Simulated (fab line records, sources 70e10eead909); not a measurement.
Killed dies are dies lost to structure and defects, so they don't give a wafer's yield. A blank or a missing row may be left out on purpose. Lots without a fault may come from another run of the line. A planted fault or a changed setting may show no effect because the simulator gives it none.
Chamber matching | flow nand_harc | NHARC_A_M1_PRE_CLEAN_32 on pecvd-02: 3 sister chambers
The step time 12 s. 6 wafers are shown with their chamber, then 8 later ones without.

WAFERS WITH THEIR CHAMBER
wafer  | chamber | heater_power_w (W)
L562.1 | 1       | 581
L562.6 | 2       | 640
L563.1 | 0       | 660
L563.2 | 1       | 583
L563.5 | 0       | 664
L575.1 | 2       | 559

WAFERS WITHOUT THEIR CHAMBER
wafer  | heater_power_w (W)
L575.2 | 638
L575.3 | 602
L574.1 | 708
L574.3 | 650
L574.5 | 720
L577.3 | 628
L577.5 | 619
L577.6 | 579

WHICH CHAMBER EACH WENT THROUGH
wafer  | from the rows above          | in truth
L575.2 | can't be placed: 0 or 2 or 1 | 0
L575.3 | can't be placed: 2 or 1 or 0 | 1
L574.1 | can't be placed: 0 or 2      | 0
L574.3 | can't be placed: 0 or 2 or 1 | 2
L574.5 | can't be placed: 0 or 2      | 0
L577.3 | can't be placed: 2 or 0 or 1 | 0
L577.5 | can't be placed: 2 or 1 or 0 | 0
L577.6 | can't be placed: 1 or 2      | 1
Placed correctly: 0 of 8. Can't be placed from these rows: 8 (the true chamber is among the candidates in 8). Placed wrongly: 0.
How it was worked out, from the rows above alone: a wafer's distance from a chamber is the root of the sum, over the readings, of the square of ((its reading less the chamber's mean) divided by the reading's scatter). The wafer belongs to the nearest chamber; if the next one is less than 2 further off, it can't be placed. A chamber's mean is the mean of its shown wafers. The scatter: the root of (the sum of the squares of (reading less its chamber's mean) over the shown wafers, divided by (wafers less chambers)).
